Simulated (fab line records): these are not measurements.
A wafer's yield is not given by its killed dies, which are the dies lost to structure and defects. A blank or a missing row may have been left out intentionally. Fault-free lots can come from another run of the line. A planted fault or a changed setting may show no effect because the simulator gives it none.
Which of the tools did it? :: flow n5-finfet :: Sampling: 23 lots, 69 wafers, 5 of 1938 route steps

## WHAT EACH GAUGE READ, for each wafer
N5_BEOL_M4_INSPECT_59: inspects for defects (darkfield). Usual: raw-defect-count at 78, with a standard deviation of 27.
lot: L074
measured: day 7 19:42
on: defect-inspect-01
raw-defect-count: 59 92 60
flag: 

lot: L075
measured: day 8 14:32
on: defect-inspect-01
raw-defect-count: 95 82 60
flag: 

lot: L077
measured: day 8 21:02
on: defect-inspect-01
raw-defect-count: 57 52 43
flag: 

lot: L076
measured: day 8 21:27
on: defect-inspect-01
raw-defect-count: 73 56 55
flag: 

lot: L078
measured: day 8 21:31
on: defect-inspect-02
raw-defect-count: 78 42 89
flag: 

lot: L079
measured: day 9 03:20
on: defect-inspect-02
raw-defect-count: 71 70 89
flag: 

lot: L081
measured: day 9 07:17
on: defect-inspect-02
raw-defect-count: 70 100 62
flag: 

lot: L080
measured: day 9 21:59
on: defect-inspect-02
raw-defect-count: 51 77 42
flag: 

lot: L082
measured: day 9 23:49
on: defect-inspect-01
raw-defect-count: 82 72 65
flag: 

lot: L083
measured: day 10 01:50
on: defect-inspect-01
raw-defect-count: 69 93 123
flag: 

lot: L084
measured: day 10 19:43
on: defect-inspect-02
raw-defect-count: 88 114 129
flag: 

lot: L085
measured: day 10 20:26
on: defect-inspect-02
raw-defect-count: 113 78 43
flag: 

lot: L088
measured: day 11 01:52
on: defect-inspect-02
raw-defect-count: 110 78 52
flag: 

lot: L086
measured: day 11 02:25
on: defect-inspect-01
raw-defect-count: 66 70 91
flag: 

lot: L087
measured: day 11 20:28
on: defect-inspect-02
raw-defect-count: 71 89 62
flag: 

lot: L089
measured: day 11 22:17
on: defect-inspect-01
raw-defect-count: 76 105 146
flag: 

lot: L090
measured: day 12 04:37
on: defect-inspect-02
raw-defect-count: 109 77 101
flag: 

lot: L091
measured: day 12 06:38
on: defect-inspect-01
raw-defect-count: 54 78 63
flag: 

lot: L092
measured: day 12 10:13
on: defect-inspect-02
raw-defect-count: 57 84 70
flag: 

lot: L093
measured: day 12 10:29
on: defect-inspect-02
raw-defect-count: 84 31 48
flag: 

lot: L094
measured: day 13 04:00
on: defect-inspect-02
raw-defect-count: 94 77 61
flag: 

lot: L096
measured: day 13 12:29
on: defect-inspect-01
raw-defect-count: 72 119 145
flag: 

lot: L097
measured: day 13 13:26
on: defect-inspect-02
raw-defect-count: 77 57 102
flag: 

N5_BEOL_M5_OVL_MEAS_12. Usual: for M5_OVL the level is 0.1 nm and the standard deviation is 0.69.
lot: L074
measured: day 7 22:21
on: overlay-01
M5_OVL (nm): 0.4 -0.5 -0.1
flag: 

lot: L075
measured: day 8 17:26
on: overlay-02
M5_OVL (nm): -0.2 -0.8 1.2
flag: 

lot: L077
measured: day 9 00:14
on: overlay-01
M5_OVL (nm): 1.2 -0.3 0.8
flag: 

lot: L076
measured: day 9 00:24
on: overlay-02
M5_OVL (nm): 0.8 0.4 -0.1
flag: 

lot: L078
measured: day 9 00:41
on: overlay-01
M5_OVL (nm): 1.9 0.7 -0.4
flag: 

lot: L079
measured: day 9 09:24
on: overlay-02
M5_OVL (nm): 0.2 0.4 -0.3
flag: 

lot: L081
measured: day 9 10:08
on: overlay-02
M5_OVL (nm): -1.7 1.3 -1.0
flag: 

lot: L080
measured: day 10 01:50
on: overlay-01
M5_OVL (nm): -0.1 1.1 -1.0
flag: 

lot: L082
measured: day 10 02:01
on: overlay-02
M5_OVL (nm): -0.2 -0.4 0.6
flag: 

lot: L083
measured: day 10 04:41
on: overlay-01
M5_OVL (nm): 0.2 0.6 0.4
flag: 

lot: L084
measured: day 10 22:22
on: overlay-02
M5_OVL (nm): 0.1 -0.7 -0.3
flag: 

lot: L085
measured: day 10 22:55
on: overlay-02
M5_OVL (nm): 0.4 -0.1 0.0
flag: 

lot: L088
measured: day 11 05:24
on: overlay-02
M5_OVL (nm): 0.7 0.1 0.4
flag: 

lot: L086
measured: day 11 05:49
on: overlay-02
M5_OVL (nm): -0.4 0.4 -0.4
flag: 

lot: L087
measured: day 11 22:41
on: overlay-01
M5_OVL (nm): -0.2 -0.3 -0.3
flag: 

lot: L089
measured: day 12 02:30
on: overlay-01
M5_OVL (nm): 1.0 0.4 -0.5
flag: 

lot: L090
measured: day 12 07:08
on: overlay-02
M5_OVL (nm): -0.6 0.0 -0.2
flag: 

lot: L091
measured: day 12 11:54
on: overlay-02
M5_OVL (nm): 0.5 0.5 0.9
flag: 

lot: L092
measured: day 12 12:54
on: overlay-02
M5_OVL (nm): -0.7 0.9 -0.2
flag: 

lot: L093
measured: day 12 13:05
on: overlay-02
M5_OVL (nm): 0.4 0.8 0.1
flag: 

lot: L094
measured: day 13 07:05
on: overlay-01
M5_OVL (nm): -0.1 0.9 0.6
flag: 

lot: L096
measured: day 13 16:29
on: overlay-02
M5_OVL (nm): 1.0 1.2 0.0
flag: 

lot: L097
measured: day 13 16:46
on: overlay-01
M5_OVL (nm): -0.3 -1.0 -0.1
flag: 

N5_BEOL_M5_CD_MEAS_35: target cd 28 nm, target cd y 24 nm. Usual: cd-nm at 28.0 nm, with a standard deviation of 0.42.
lot: L074
measured: day 8 01:45
on: cd-sem-01
cd-nm (nm): 27.6 28.1 28.3
flag: 

lot: L075
measured: day 8 19:12
on: cd-sem-02
cd-nm (nm): 27.2 28.6 28.0
flag: 

lot: L077
measured: day 9 02:44
on: cd-sem-03
cd-nm (nm): 28.1 28.2 28.6
flag: 

lot: L076
measured: day 9 02:55
on: cd-sem-01
cd-nm (nm): 28.4 28.4 28.3
flag: 

lot: L078
measured: day 9 03:05
on: cd-sem-03
cd-nm (nm): 27.4 28.4 28.0
flag: 

lot: L079
measured: day 9 10:56
on: cd-sem-02
cd-nm (nm): 27.7 28.4 28.0
flag: 

lot: L081
measured: day 9 13:49
on: cd-sem-01
cd-nm (nm): 28.6 28.2 28.3
flag: 

lot: L080
measured: day 10 03:37
on: cd-sem-03
cd-nm (nm): 27.1 28.4 27.9
flag: 

lot: L082
measured: day 10 03:48
on: cd-sem-02
cd-nm (nm): 28.0 27.4 27.9
flag: 

lot: L083
measured: day 10 09:10
on: cd-sem-01
cd-nm (nm): 28.8 27.9 28.3
flag: 

lot: L084
measured: day 11 02:10
on: cd-sem-02
cd-nm (nm): 27.7 27.7 27.6
flag: 

lot: L085
measured: day 11 01:58
on: cd-sem-01
cd-nm (nm): 28.5 29.0 28.2
flag: 

lot: L088
measured: day 11 07:04
on: cd-sem-02
cd-nm (nm): 28.5 28.3 27.3
flag: 

lot: L086
measured: day 11 07:32
on: cd-sem-02
cd-nm (nm): 28.5 28.3 27.8
flag: 

lot: L087
measured: day 12 00:22
on: cd-sem-03
cd-nm (nm): 28.0 28.7 27.8
flag: 

lot: L089
measured: day 12 05:44
on: cd-sem-02
cd-nm (nm): 28.6 28.5 28.2
flag: 

lot: L090
measured: day 12 11:14
on: cd-sem-03
cd-nm (nm): 28.2 28.1 27.3
flag: 

lot: L091
measured: day 12 16:50
on: cd-sem-03
cd-nm (nm): 27.6 27.8 27.0
flag: 

lot: L092
measured: day 12 16:47
on: cd-sem-02
cd-nm (nm): 28.4 28.0 27.8
flag: 

lot: L093
measured: day 12 17:17
on: cd-sem-02
cd-nm (nm): 27.8 27.9 28.6
flag: 

lot: L094
measured: day 13 09:29
on: cd-sem-03
cd-nm (nm): 27.5 27.9 28.8
flag: 

lot: L096
measured: day 13 19:43
on: cd-sem-03
cd-nm (nm): 27.8 27.9 28.0
flag: 

lot: L097
measured: day 13 19:20
on: cd-sem-02
cd-nm (nm): 28.1 28.2 27.4
flag: 

## WHAT TOOL EACH LOT RAN ON (gives the tool, then ch and the chambers of the sampled wafers, and finally the start)
lot: L074
N5_BEOL_M5_VIA_ETCH_34: rie-diel-03 ch 1,3, day 8 01:16
N5_BEOL_M5_TRENCH_ETCH_37: rie-diel-03 ch 1,3, day 8 01:45 or earlier

lot: L075
N5_BEOL_M5_VIA_ETCH_34: rie-diel-03 ch 1,2,3, day 8 18:49
N5_BEOL_M5_TRENCH_ETCH_37: rie-diel-03 ch 1,2,3, day 8 19:12 or earlier

lot: L077
N5_BEOL_M5_VIA_ETCH_34: rie-diel-05 ch 0,2, day 9 02:20
N5_BEOL_M5_TRENCH_ETCH_37: rie-diel-05 ch 0,2, day 9 02:44 or earlier

lot: L076
N5_BEOL_M5_VIA_ETCH_34: rie-diel-01 ch 1,2,3, day 9 02:31
N5_BEOL_M5_TRENCH_ETCH_37: rie-diel-01 ch 1,2,3, day 9 02:55 or earlier

lot: L078
N5_BEOL_M5_VIA_ETCH_34: rie-diel-03 ch 0,3, day 9 02:41
N5_BEOL_M5_TRENCH_ETCH_37: rie-diel-03 ch 0,3, day 9 03:05 or earlier

lot: L079
N5_BEOL_M5_VIA_ETCH_34: rie-diel-01 ch 0,1,2, day 9 10:32
N5_BEOL_M5_TRENCH_ETCH_37: rie-diel-01 ch 0,1,2, day 9 10:56 or earlier

lot: L081
N5_BEOL_M5_VIA_ETCH_34: rie-diel-01 ch 0,1, day 9 13:25
N5_BEOL_M5_TRENCH_ETCH_37: rie-diel-01 ch 0,1, day 9 13:49 or earlier

lot: L080
N5_BEOL_M5_VIA_ETCH_34: rie-diel-01 ch 0,1,3, day 10 03:13
N5_BEOL_M5_TRENCH_ETCH_37: rie-diel-01 ch 0,1,3, day 10 03:37 or earlier

lot: L082
N5_BEOL_M5_VIA_ETCH_34: rie-diel-03 ch 1,2,3, day 10 03:19
N5_BEOL_M5_TRENCH_ETCH_37: rie-diel-03 ch 1,2,3, day 10 03:48 or earlier

lot: L083
N5_BEOL_M5_VIA_ETCH_34: rie-diel-05 ch 0,2, day 10 08:47
N5_BEOL_M5_TRENCH_ETCH_37: rie-diel-05 ch 0,2, day 10 09:10 or earlier

lot: L084
N5_BEOL_M5_VIA_ETCH_34: rie-diel-03 ch 1,2, day 11 01:47
N5_BEOL_M5_TRENCH_ETCH_37: rie-diel-03 ch 1,2, day 11 02:10 or earlier

lot: L085
N5_BEOL_M5_VIA_ETCH_34: rie-diel-05 ch 0,1, day 11 01:34
N5_BEOL_M5_TRENCH_ETCH_37: rie-diel-05 ch 0,1, day 11 01:58 or earlier

lot: L088
N5_BEOL_M5_VIA_ETCH_34: rie-diel-01 ch 0,2,3, day 11 06:41
N5_BEOL_M5_TRENCH_ETCH_37: rie-diel-01 ch 0,2,3, day 11 07:04 or earlier

lot: L086
N5_BEOL_M5_VIA_ETCH_34: rie-diel-01 ch 2,3, day 11 07:09
N5_BEOL_M5_TRENCH_ETCH_37: rie-diel-01 ch 2,3, day 11 07:32 or earlier

lot: L087
N5_BEOL_M5_VIA_ETCH_34: rie-diel-01 ch 1,2,3, day 11 23:58
N5_BEOL_M5_TRENCH_ETCH_37: rie-diel-01 ch 1,2,3, day 12 00:22 or earlier

lot: L089
N5_BEOL_M5_VIA_ETCH_34: rie-diel-05 ch 1,3, day 12 05:21
N5_BEOL_M5_TRENCH_ETCH_37: rie-diel-05 ch 1,3, day 12 05:44 or earlier

lot: L090
N5_BEOL_M5_VIA_ETCH_34: rie-diel-03 ch 1,2,3, day 12 10:50
N5_BEOL_M5_TRENCH_ETCH_37: rie-diel-03 ch 1,2,3, day 12 11:14 or earlier

lot: L091
N5_BEOL_M5_VIA_ETCH_34: rie-diel-05 ch 1,2, day 12 16:26
N5_BEOL_M5_TRENCH_ETCH_37: rie-diel-05 ch 1,2, day 12 16:50 or earlier

lot: L092
N5_BEOL_M5_VIA_ETCH_34: rie-diel-01 ch 0,1,3, day 12 16:23
N5_BEOL_M5_TRENCH_ETCH_37: rie-diel-01 ch 0,1,3, day 12 16:47 or earlier

lot: L093
N5_BEOL_M5_VIA_ETCH_34: rie-diel-03 ch 0,1, day 12 16:53
N5_BEOL_M5_TRENCH_ETCH_37: rie-diel-03 ch 0,1, day 12 17:17 or earlier

lot: L094
N5_BEOL_M5_VIA_ETCH_34: rie-diel-05 ch 0,3, day 13 09:05
N5_BEOL_M5_TRENCH_ETCH_37: rie-diel-05 ch 0,3, day 13 09:29 or earlier

lot: L096
N5_BEOL_M5_VIA_ETCH_34: rie-diel-05 ch 1,2,3, day 13 19:20
N5_BEOL_M5_TRENCH_ETCH_37: rie-diel-05 ch 1,2,3, day 13 19:43 or earlier

lot: L097
N5_BEOL_M5_VIA_ETCH_34: rie-diel-05 ch 0,2,3, day 13 18:56
N5_BEOL_M5_TRENCH_ETCH_37: rie-diel-05 ch 0,2,3, day 13 19:20 or earlier
- N5_BEOL_M5_VIA_ETCH_34: etches SiCOH lowk in C4F6/O2, target depth 88.3 nm, time 39.2 s.
- N5_BEOL_M5_TRENCH_ETCH_37: etches SiCOH lowk in C4F6/O2, target depth 71.652 nm, time 24.7 s.

## WHAT THE TOOLS THEMSELVES READ (means of the sampled wafers that have a number; where no wafer has one, the mark that the record gives instead)
N5_BEOL_M5_VIA_ETCH_34. Usual: bias-w 184.9 W, standard deviation 0.52; drypump-motor-current-A 5.8 A, standard deviation 0.51; mfc-ar-sccm 299.9 sccm, standard deviation 0.93; oes-product-au 0.81 a.u., standard deviation 0.085; rf-fwd-power-W 341.4 W, standard deviation 1.4; rf-vpp-V 659 V, standard deviation 19; showerhead-plenum-p-Torr 2.81 Torr, standard deviation 0.066; throttle-valve-pct 20.81 %, standard deviation 0.26.
lot: L074
tool: rie-diel-03
bias-w (W): 185.0
drypump-motor-current-A (A): 5.8
mfc-ar-sccm (sccm): 299.6
oes-product-au (a.u.): 0.93
rf-fwd-power-W (W): 340.6
rf-vpp-V (V): 658
showerhead-plenum-p-Torr (Torr): 2.78
throttle-valve-pct (%): 20.51
flag: 

lot: L075
tool: rie-diel-03
bias-w (W): 184.6
drypump-motor-current-A (A): 5.4
mfc-ar-sccm (sccm): 299.5
oes-product-au (a.u.): 0.85
rf-fwd-power-W (W): 342.0
rf-vpp-V (V): 666
showerhead-plenum-p-Torr (Torr): 2.80
throttle-valve-pct (%): 20.79
flag: 

lot: L077
tool: rie-diel-05
bias-w (W): 184.5
drypump-motor-current-A (A): 6.2
mfc-ar-sccm (sccm): 299.7
oes-product-au (a.u.): 0.80
rf-fwd-power-W (W): 341.3
rf-vpp-V (V): 645
showerhead-plenum-p-Torr (Torr): 2.79
throttle-valve-pct (%): 20.75
flag: 

lot: L076
tool: rie-diel-01
bias-w (W): 184.8
drypump-motor-current-A (A): 5.9
mfc-ar-sccm (sccm): 299.0
oes-product-au (a.u.): 0.76
rf-fwd-power-W (W): 341.4
rf-vpp-V (V): 645
showerhead-plenum-p-Torr (Torr): 2.74
throttle-valve-pct (%): 20.85
flag: 

lot: L078
tool: rie-diel-03
bias-w (W): 185.2
drypump-motor-current-A (A): 6.5
mfc-ar-sccm (sccm): 298.6
oes-product-au (a.u.): 0.77
rf-fwd-power-W (W): 341.9
rf-vpp-V (V): 653
showerhead-plenum-p-Torr (Torr): 2.82
throttle-valve-pct (%): 20.95
flag: 

lot: L079
tool: rie-diel-01
bias-w (W): 185.3
drypump-motor-current-A (A): 5.8
mfc-ar-sccm (sccm): 300.4
oes-product-au (a.u.): 0.76
rf-fwd-power-W (W): 339.9
rf-vpp-V (V): 667
showerhead-plenum-p-Torr (Torr): 2.77
throttle-valve-pct (%): 20.90
flag: 

lot: L081
tool: rie-diel-01
bias-w (W): 185.2
drypump-motor-current-A (A): 5.8
mfc-ar-sccm (sccm): 299.7
oes-product-au (a.u.): 0.68
rf-fwd-power-W (W): 340.4
rf-vpp-V (V): 664
showerhead-plenum-p-Torr (Torr): 2.74
throttle-valve-pct (%): 20.96
flag: 

lot: L080
tool: rie-diel-01
bias-w (W): 185.1
drypump-motor-current-A (A): 6.0
mfc-ar-sccm (sccm): 299.7
oes-product-au (a.u.): 0.71
rf-fwd-power-W (W): 341.8
rf-vpp-V (V): 654
showerhead-plenum-p-Torr (Torr): 2.76
throttle-valve-pct (%): 20.92
flag: 

lot: L082
tool: rie-diel-03
bias-w (W): 185.1
drypump-motor-current-A (A): 5.4
mfc-ar-sccm (sccm): 300.4
oes-product-au (a.u.): 0.83
rf-fwd-power-W (W): 341.9
rf-vpp-V (V): 665
showerhead-plenum-p-Torr (Torr): 2.79
throttle-valve-pct (%): 20.81
flag: 

lot: L083
tool: rie-diel-05
bias-w (W): 185.6
drypump-motor-current-A (A): 5.9
mfc-ar-sccm (sccm): 298.9
oes-product-au (a.u.): 0.82
rf-fwd-power-W (W): 341.6
rf-vpp-V (V): 660
showerhead-plenum-p-Torr (Torr): 2.82
throttle-valve-pct (%): 20.57
flag: 

lot: L084
tool: rie-diel-03
bias-w (W): 184.8
drypump-motor-current-A (A): 5.0
mfc-ar-sccm (sccm): 300.1
oes-product-au (a.u.): 0.77
rf-fwd-power-W (W): 341.1
rf-vpp-V (V): 673
showerhead-plenum-p-Torr (Torr): 2.81
throttle-valve-pct (%): 21.08
flag: 

lot: L085
tool: rie-diel-05
bias-w (W): 184.1
drypump-motor-current-A (A): 6.1
mfc-ar-sccm (sccm): 300.4
oes-product-au (a.u.): 0.77
rf-fwd-power-W (W): 340.9
rf-vpp-V (V): 639
showerhead-plenum-p-Torr (Torr): 2.79
throttle-valve-pct (%): 20.88
flag: 

lot: L088
tool: rie-diel-01
bias-w (W): 185.2
drypump-motor-current-A (A): 6.0
mfc-ar-sccm (sccm): 299.9
oes-product-au (a.u.): 0.76
rf-fwd-power-W (W): 341.3
rf-vpp-V (V): 656
showerhead-plenum-p-Torr (Torr): 2.79
throttle-valve-pct (%): 20.87
flag: 

lot: L086
tool: rie-diel-01
bias-w (W): 184.6
drypump-motor-current-A (A): 5.8
mfc-ar-sccm (sccm): 300.0
oes-product-au (a.u.): 0.81
rf-fwd-power-W (W): 341.5
rf-vpp-V (V): 646
showerhead-plenum-p-Torr (Torr): 2.77
throttle-valve-pct (%): 20.79
flag: 

lot: L087
tool: rie-diel-01
bias-w (W): 185.5
drypump-motor-current-A (A): 5.9
mfc-ar-sccm (sccm): 299.2
oes-product-au (a.u.): 0.84
rf-fwd-power-W (W): 341.7
rf-vpp-V (V): 649
showerhead-plenum-p-Torr (Torr): 2.84
throttle-valve-pct (%): 20.73
flag: 

lot: L089
tool: rie-diel-05
bias-w (W): 184.8
drypump-motor-current-A (A): 5.5
mfc-ar-sccm (sccm): 300.5
oes-product-au (a.u.): 0.87
rf-fwd-power-W (W): 341.5
rf-vpp-V (V): 664
showerhead-plenum-p-Torr (Torr): 2.89
throttle-valve-pct (%): 20.81
flag: 

lot: L090
tool: rie-diel-03
bias-w (W): 184.7
drypump-motor-current-A (A): 5.4
mfc-ar-sccm (sccm): 300.5
oes-product-au (a.u.): 0.82
rf-fwd-power-W (W): 341.0
rf-vpp-V (V): 666
showerhead-plenum-p-Torr (Torr): 2.79
throttle-valve-pct (%): 20.82
flag: 

lot: L091
tool: rie-diel-05
bias-w (W): 185.0
drypump-motor-current-A (A): 5.6
mfc-ar-sccm (sccm): 300.6
oes-product-au (a.u.): 0.81
rf-fwd-power-W (W): 341.1
rf-vpp-V (V): 670
showerhead-plenum-p-Torr (Torr): 2.86
throttle-valve-pct (%): 20.48
flag: 

lot: L092
tool: rie-diel-01
bias-w (W): 184.7
drypump-motor-current-A (A): 6.0
mfc-ar-sccm (sccm): 299.8
oes-product-au (a.u.): 0.80
rf-fwd-power-W (W): 342.0
rf-vpp-V (V): 657
showerhead-plenum-p-Torr (Torr): 2.86
throttle-valve-pct (%): 20.82
flag: 

lot: L093
tool: rie-diel-03
bias-w (W): 185.3
drypump-motor-current-A (A): 5.3
mfc-ar-sccm (sccm): 299.4
oes-product-au (a.u.): 0.88
rf-fwd-power-W (W): 342.9
rf-vpp-V (V): 654
showerhead-plenum-p-Torr (Torr): 2.80
throttle-valve-pct (%): 20.97
flag: 

lot: L094
tool: rie-diel-05
bias-w (W): 185.0
drypump-motor-current-A (A): 5.8
mfc-ar-sccm (sccm): 300.6
oes-product-au (a.u.): 0.86
rf-fwd-power-W (W): 341.7
rf-vpp-V (V): 653
showerhead-plenum-p-Torr (Torr): 2.85
throttle-valve-pct (%): 20.92
flag: 

lot: L096
tool: rie-diel-05
bias-w (W): 184.9
drypump-motor-current-A (A): 5.6
mfc-ar-sccm (sccm): 300.0
oes-product-au (a.u.): 0.83
rf-fwd-power-W (W): 341.6
rf-vpp-V (V): 668
showerhead-plenum-p-Torr (Torr): 2.88
throttle-valve-pct (%): 20.65
flag: 

lot: L097
tool: rie-diel-05
bias-w (W): 184.7
drypump-motor-current-A (A): 5.9
mfc-ar-sccm (sccm): 299.7
oes-product-au (a.u.): 0.82
rf-fwd-power-W (W): 340.6
rf-vpp-V (V): 656
showerhead-plenum-p-Torr (Torr): 2.83
throttle-valve-pct (%): 20.78
flag: 

N5_BEOL_M5_TRENCH_ETCH_37. Usual: bias-w 184.9 W, standard deviation 0.55; drypump-motor-current-A 5.8 A, standard deviation 0.5; mfc-ar-sccm 299.9 sccm, standard deviation 0.81; oes-product-au 0.81 a.u., standard deviation 0.085; rf-fwd-power-W 340.3 W, standard deviation 1.3; rf-vpp-V 659 V, standard deviation 19; showerhead-plenum-p-Torr 2.81 Torr, standard deviation 0.066; throttle-valve-pct 20.85 %, standard deviation 0.26.
lot: L074
tool: rie-diel-03
bias-w (W): 185.1
drypump-motor-current-A (A): 5.8
mfc-ar-sccm (sccm): 300.0
oes-product-au (a.u.): 0.93
rf-fwd-power-W (W): 341.3
rf-vpp-V (V): 658
showerhead-plenum-p-Torr (Torr): 2.78
throttle-valve-pct (%): 20.56
flag: 

lot: L075
tool: rie-diel-03
bias-w (W): 184.7
drypump-motor-current-A (A): 5.5
mfc-ar-sccm (sccm): 300.1
oes-product-au (a.u.): 0.84
rf-fwd-power-W (W): 341.1
rf-vpp-V (V): 665
showerhead-plenum-p-Torr (Torr): 2.80
throttle-valve-pct (%): 20.82
flag: 

lot: L077
tool: rie-diel-05
bias-w (W): 184.6
drypump-motor-current-A (A): 6.2
mfc-ar-sccm (sccm): 300.4
oes-product-au (a.u.): 0.81
rf-fwd-power-W (W): 340.0
rf-vpp-V (V): 644
showerhead-plenum-p-Torr (Torr): 2.79
throttle-valve-pct (%): 20.79
flag: 

lot: L076
tool: rie-diel-01
bias-w (W): 185.3
drypump-motor-current-A (A): 5.9
mfc-ar-sccm (sccm): 300.3
oes-product-au (a.u.): 0.76
rf-fwd-power-W (W): 341.8
rf-vpp-V (V): 645
showerhead-plenum-p-Torr (Torr): 2.74
throttle-valve-pct (%): 20.88
flag: 

lot: L078
tool: rie-diel-03
bias-w (W): 185.5
drypump-motor-current-A (A): 6.5
mfc-ar-sccm (sccm): 299.8
oes-product-au (a.u.): 0.76
rf-fwd-power-W (W): 341.6
rf-vpp-V (V): 653
showerhead-plenum-p-Torr (Torr): 2.82
throttle-valve-pct (%): 20.99
flag: 

lot: L079
tool: rie-diel-01
bias-w (W): 185.2
drypump-motor-current-A (A): 5.8
mfc-ar-sccm (sccm): 300.3
oes-product-au (a.u.): 0.75
rf-fwd-power-W (W): 341.0
rf-vpp-V (V): 666
showerhead-plenum-p-Torr (Torr): 2.77
throttle-valve-pct (%): 20.92
flag: 

lot: L081
tool: rie-diel-01
bias-w (W): 185.3
drypump-motor-current-A (A): 5.8
mfc-ar-sccm (sccm): 300.4
oes-product-au (a.u.): 0.68
rf-fwd-power-W (W): 340.7
rf-vpp-V (V): 665
showerhead-plenum-p-Torr (Torr): 2.74
throttle-valve-pct (%): 20.99
flag: 

lot: L080
tool: rie-diel-01
bias-w (W): 184.7
drypump-motor-current-A (A): 6.0
mfc-ar-sccm (sccm): 299.9
oes-product-au (a.u.): 0.71
rf-fwd-power-W (W): 340.1
rf-vpp-V (V): 654
showerhead-plenum-p-Torr (Torr): 2.76
throttle-valve-pct (%): 20.96
flag: 

lot: L082
tool: rie-diel-03
bias-w (W): 184.9
drypump-motor-current-A (A): 5.4
mfc-ar-sccm (sccm): 300.6
oes-product-au (a.u.): 0.84
rf-fwd-power-W (W): 340.6
rf-vpp-V (V): 666
showerhead-plenum-p-Torr (Torr): 2.79
throttle-valve-pct (%): 20.83
flag: 

lot: L083
tool: rie-diel-05
bias-w (W): 185.4
drypump-motor-current-A (A): 5.9
mfc-ar-sccm (sccm): 299.7
oes-product-au (a.u.): 0.82
rf-fwd-power-W (W): 341.4
rf-vpp-V (V): 659
showerhead-plenum-p-Torr (Torr): 2.82
throttle-valve-pct (%): 20.60
flag: 

lot: L084
tool: rie-diel-03
bias-w (W): 184.9
drypump-motor-current-A (A): 5.0
mfc-ar-sccm (sccm): 300.4
oes-product-au (a.u.): 0.77
rf-fwd-power-W (W): 340.4
rf-vpp-V (V): 673
showerhead-plenum-p-Torr (Torr): 2.81
throttle-valve-pct (%): 21.11
flag: 

lot: L085
tool: rie-diel-05
bias-w (W): 184.6
drypump-motor-current-A (A): 6.1
mfc-ar-sccm (sccm): 300.0
oes-product-au (a.u.): 0.76
rf-fwd-power-W (W): 339.0
rf-vpp-V (V): 640
showerhead-plenum-p-Torr (Torr): 2.79
throttle-valve-pct (%): 20.91
flag: 

lot: L088
tool: rie-diel-01
bias-w (W): 184.4
drypump-motor-current-A (A): 6.0
mfc-ar-sccm (sccm): 298.9
oes-product-au (a.u.): 0.77
rf-fwd-power-W (W): 339.6
rf-vpp-V (V): 655
showerhead-plenum-p-Torr (Torr): 2.79
throttle-valve-pct (%): 20.92
flag: 

lot: L086
tool: rie-diel-01
bias-w (W): 185.1
drypump-motor-current-A (A): 5.8
mfc-ar-sccm (sccm): 300.3
oes-product-au (a.u.): 0.80
rf-fwd-power-W (W): 340.5
rf-vpp-V (V): 646
showerhead-plenum-p-Torr (Torr): 2.77
throttle-valve-pct (%): 20.84
flag: 

lot: L087
tool: rie-diel-01
bias-w (W): 184.8
drypump-motor-current-A (A): 5.9
mfc-ar-sccm (sccm): 300.1
oes-product-au (a.u.): 0.85
rf-fwd-power-W (W): 339.8
rf-vpp-V (V): 648
showerhead-plenum-p-Torr (Torr): 2.84
throttle-valve-pct (%): 20.77
flag: 

lot: L089
tool: rie-diel-05
bias-w (W): 184.5
drypump-motor-current-A (A): 5.5
mfc-ar-sccm (sccm): 299.5
oes-product-au (a.u.): 0.87
rf-fwd-power-W (W): 339.2
rf-vpp-V (V): 664
showerhead-plenum-p-Torr (Torr): 2.89
throttle-valve-pct (%): 20.85
flag: 

lot: L090
tool: rie-diel-03
bias-w (W): 184.7
drypump-motor-current-A (A): 5.4
mfc-ar-sccm (sccm): 299.2
oes-product-au (a.u.): 0.81
rf-fwd-power-W (W): 339.8
rf-vpp-V (V): 665
showerhead-plenum-p-Torr (Torr): 2.79
throttle-valve-pct (%): 20.86
flag: 

lot: L091
tool: rie-diel-05
bias-w (W): 185.2
drypump-motor-current-A (A): 5.6
mfc-ar-sccm (sccm): 300.4
oes-product-au (a.u.): 0.81
rf-fwd-power-W (W): 341.2
rf-vpp-V (V): 670
showerhead-plenum-p-Torr (Torr): 2.86
throttle-valve-pct (%): 20.51
flag: 

lot: L092
tool: rie-diel-01
bias-w (W): 184.6
drypump-motor-current-A (A): 6.0
mfc-ar-sccm (sccm): 300.5
oes-product-au (a.u.): 0.80
rf-fwd-power-W (W): 340.1
rf-vpp-V (V): 657
showerhead-plenum-p-Torr (Torr): 2.86
throttle-valve-pct (%): 20.87
flag: 

lot: L093
tool: rie-diel-03
bias-w (W): 184.7
drypump-motor-current-A (A): 5.3
mfc-ar-sccm (sccm): 300.1
oes-product-au (a.u.): 0.88
rf-fwd-power-W (W): 341.8
rf-vpp-V (V): 654
showerhead-plenum-p-Torr (Torr): 2.80
throttle-valve-pct (%): 21.01
flag: 

lot: L094
tool: rie-diel-05
bias-w (W): 185.1
drypump-motor-current-A (A): 5.8
mfc-ar-sccm (sccm): 299.0
oes-product-au (a.u.): 0.85
rf-fwd-power-W (W): 340.2
rf-vpp-V (V): 652
showerhead-plenum-p-Torr (Torr): 2.85
throttle-valve-pct (%): 20.97
flag: 

lot: L096
tool: rie-diel-05
bias-w (W): 185.2
drypump-motor-current-A (A): 5.5
mfc-ar-sccm (sccm): 299.8
oes-product-au (a.u.): 0.82
rf-fwd-power-W (W): 341.6
rf-vpp-V (V): 667
showerhead-plenum-p-Torr (Torr): 2.88
throttle-valve-pct (%): 20.69
flag: 

lot: L097
tool: rie-diel-05
bias-w (W): 184.6
drypump-motor-current-A (A): 5.9
mfc-ar-sccm (sccm): 301.2
oes-product-au (a.u.): 0.82
rf-fwd-power-W (W): 340.2
rf-vpp-V (V): 655
showerhead-plenum-p-Torr (Torr): 2.83
throttle-valve-pct (%): 20.80
flag: 

## THE ANSWER, worked out from the rows above alone
Rule: a lot counts as off when the mean over its wafers that have a number is more than 3 standard deviations away from the usual mean. Also off: a lot with no number at a reading for which 4 or more lots have one. Where the step has rows for the other lots, those lots are counted as sound. After the gauges, taken in route order, come the tools' own readings; for these a lot's mean is taken, as printed above. At the first step where some lot is off, the reading lying furthest off is the one used; lots without a number count as furthest.
Nothing can be told from this: no lot is off at any reading shown.

## WHAT THE SIMULATOR HAD INSERTED
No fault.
